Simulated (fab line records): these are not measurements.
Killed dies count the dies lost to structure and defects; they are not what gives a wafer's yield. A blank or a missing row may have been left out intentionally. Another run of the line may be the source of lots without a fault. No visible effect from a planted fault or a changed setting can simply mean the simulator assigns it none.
A struck lot beside a sound one	flow n5Finfet	16 out of 1938 route steps
Sound: the wafers L799.1, L799.4, L799.6. Struck: wafer L804.2; the same lot's L804.3 was not struck, so it is left out; see the end for the cause.
At each step with rows: each side's tool, then ch and its chambers, then its first start. Under that, the readings that differ: sound wafers	struck wafers	difference of the means	sigmas: that difference in standard deviations of wafers without a fault.
alike: same words and numbers on both sides, and readings whose means sit less than 2 such deviations apart. not compared: any withheld reading, any reading some wafer has no value for, any bound like >300 that may hide the same value, and any number with overlapping values for which the record gives no deviation.
The two part at a step that has a row with sigmas, a row that says differs or no value, or rows on one side only. Numbers that have no deviation but don't overlap get no sigmas and don't part them. A reading that every wafer of one side lacks parts them only if that side has two wafers or more.

N5_PMOS_HMC_CHANNEL_EPI_HM_DEP_34: deposits SiO2 from TEOS/O2, target thk 36 nm, time 6.9 s.
  sound on pecvd-01 ch 0,2, day 1 17:01; struck on pecvd-02 ch 2, day 3 01:40
  alike: heaterPowerW, showerheadPlenumPTorr, throttleValvePct
then, 7 steps without rows for these wafers: N5_PMOS_HMC_CHANNEL_EPI_COAT_31 (time 60 s, resist thk 66 nm); N5_PMOS_HMC_CHANNEL_EPI_COAT_03 (resist thk 205 nm); N5_PMOS_HMC_CHANNEL_EPI_EBR_05; N5_PMOS_HMC_CHANNEL_EPI_SOFTBAKE_04 (time 60 s); N5_PMOS_HMC_CHANNEL_EPI_EXPOSE_06 (exposes mask PMOS HMC BLK, target cd 240 nm); N5_PMOS_HMC_CHANNEL_EPI_PEB_07 (peb time 60 s); N5_PMOS_HMC_CHANNEL_EPI_DEVELOP_08 (develop time 30 s).
N5_PMOS_HMC_CHANNEL_EPI_CD_MEAS_09: target cd 237.4 nm.
  sound on cdSem-03 ch 0, day 1 17:25; struck on cdSem-02 ch 0, day 3 01:56
reading	sound	struck	difference	sigmas
cdNm (nm)	236.2 234.9 234.5	240.5	+5.3	+4
N5_PMOS_HMC_CHANNEL_EPI_OVL_MEAS_10:
  sound on overlay-01 ch 0, day 1 17:27; struck on overlay-02 ch 0, day 3 01:58
  alike: PMOS_HMC_BLK_OVL
N5_PMOS_HMC_CHANNEL_EPI_INSPECT_11: inspects for defects (macro).
  sound: defectInspect-02 at day 1 17:29; struck: defectInspect-01 at day 3 02:00
  alike: rawDefectCount
N5_PMOS_HMC_CHANNEL_EPI_DESCUM_14: chemistry O2, time 7.9 s.
  sound on rieDiel-02 ch 0,2,3, day 1 17:31; struck on rieDiel-01 ch 0, day 3 02:41
reading	sound	struck	difference	sigmas
drypumpMotorCurrentA (A)	6.1 6.6 5.6	5.0	-1.1	-2
  alike: oesProductAu, rfVppV, showerheadPlenumPTorr, throttleValvePct
  not compared: rfHoursCounterH
N5_PMOS_HMC_CHANNEL_EPI_ETCH_32: etches BARC in N2/H2, stops on SiO2, target depth 85.8 nm, time 50.3 s.
  sound on rieDiel-02 ch 0,2,3, day 1 17:33; struck on rieDiel-01 ch 0, day 3 02:43
reading	sound	struck	difference	sigmas
drypumpMotorCurrentA (A)	6.1 6.5 5.6	5.0	-1.1	-2
overEtchFrac	0.3 0.3 0.3	0.46112	+0.16112	
model.CAR-ArF-block_of_PMOS_HMC_CHANNEL_EPI_COAT_03.thkNm (nm)	132 132.5 131.3	122.9	-9.0	
  alike: oesProductAu, rfVppV, showerheadPlenumPTorr, throttleValvePct
  not compared: rfHoursCounterH
N5_PMOS_HMC_CHANNEL_EPI_HM_OPEN_15: chemistry CHF3/O2, target SiO2, target depth 40.6 nm, time 20.3 s.
  sound on rieDiel-02 ch 0,2,3, day 1 17:35; struck on rieDiel-01 ch 0, day 3 02:45
reading	sound	struck	difference	sigmas
drypumpMotorCurrentA (A)	6.2 6.6 5.6	5.0	-1.1	-2
model.CAR-ArF-block_of_PMOS_HMC_CHANNEL_EPI_COAT_03.thkNm (nm)	91.12 90.71 91.01	82.36	-8.59	
  alike: oes_ar_750_au, oesProductAu, rfVppV, showerheadPlenumPTorr, throttleValvePct
  not compared: rfHoursCounterH
N5_PMOS_HMC_CHANNEL_EPI_STRIP_33: strips in N2/H2.
  sound on rieDiel-02 ch 0,2,3, day 1 17:39; struck on rieDiel-01 ch 0, day 3 02:49
reading	sound	struck	difference	sigmas
drypumpMotorCurrentA (A)	6.1 6.6 5.6	5.0	-1.1	-2
  alike: oesProductAu, rfVppV, showerheadPlenumPTorr, throttleValvePct
  not compared: rfHoursCounterH
-- a jump in the record: the struck wafers' starts before and after are 11 days apart (it breaks off in module PMOS_HMC_CHANNEL_EPI and resumes in module PASSIVATION, where the first step shown is number 1936 of the route) --
N5_PASSIVATION_PROBE_49:
  sound: prober-01 at day 12 01:27; struck: prober-02 at day 13 22:28
  alike: killed_at_M0_to_M3, killed_at_M4_up, killedAtContacts, killedAtFrontEnd, killedAtOther, killedDies, killedOpen, killedShort

WHERE THEY PART
Last at N5_PMOS_HMC_CHANNEL_EPI_STRIP_33 as far as this record goes, first at N5_PMOS_HMC_CHANNEL_EPI_CD_MEAS_09. Later steps at which nothing parts them and some readings are alike: N5_PASSIVATION_PROBE_49.

WHY: the cause the simulator had injected
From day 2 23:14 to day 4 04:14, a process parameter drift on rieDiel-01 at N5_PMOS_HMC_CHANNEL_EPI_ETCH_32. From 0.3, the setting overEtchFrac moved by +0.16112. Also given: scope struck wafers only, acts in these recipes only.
